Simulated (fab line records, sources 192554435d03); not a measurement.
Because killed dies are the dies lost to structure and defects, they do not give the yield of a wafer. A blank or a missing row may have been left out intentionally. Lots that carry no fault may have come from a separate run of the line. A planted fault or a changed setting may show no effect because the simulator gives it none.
Chamber matching | flow n5 finfet | N5_BEOL_M15_DEP_53 on pecvd-03 has 3 sister chambers
The step deposits SiCN from 3MS/NH3, target thk 50 nm, time 17.8 s. 6 wafers are shown with their chamber, then 7 later ones without.

EACH WAFER AND ITS CHAMBER
wafer  | chamber | throttle valve pct (%) | showerhead plenum p Torr (Torr)
L082.5 | 2       | 16.9                   | 4.174
L086.1 | 0       | 19.2                   | 4.144
L086.3 | 2       | 16.9                   | 4.178
L086.4 | 1       | 17.7                   | 4.150
L088.1 | 0       | 19.4                   | 4.145
L088.4 | 1       | 17.8                   | 4.145

WAFERS WITHOUT THEIR CHAMBER
wafer  | throttle valve pct (%) | showerhead plenum p Torr (Torr)
L088.5 | 16.8                   | 4.191
L095.2 | 17.3                   | 4.186
L095.4 | 17.9                   | 4.142
L095.6 | 19.3                   | 4.143
L097.1 | 17.2                   | 4.179
L097.2 | 19.2                   | 4.150
L097.3 | 18.0                   | 4.142

WHICH CHAMBER EACH ONE RAN IN
wafer  | from the rows above | in truth
L088.5 | 2                   | 2
L095.2 | 2                   | 2
L095.4 | 1                   | 1
L095.6 | 0                   | 0
L097.1 | 2                   | 2
L097.2 | 0                   | 0
L097.3 | 1                   | 1
Correct placement for 7 of the 7. Not placeable from these rows: 0. Placed wrongly: 0.
How it was worked out, from the rows above alone: a wafer's distance from a chamber is the root of the sum, over the readings, of the square of ((its reading less the chamber's mean) divided by the reading's scatter). The wafer belongs to the nearest chamber; if the next one is less than 2 further off, it can't be placed. Each chamber's mean is taken over the wafers shown for it. The scatter: the root of (the sum of the squares of (reading less its chamber's mean) over the shown wafers, divided by (wafers less chambers)).
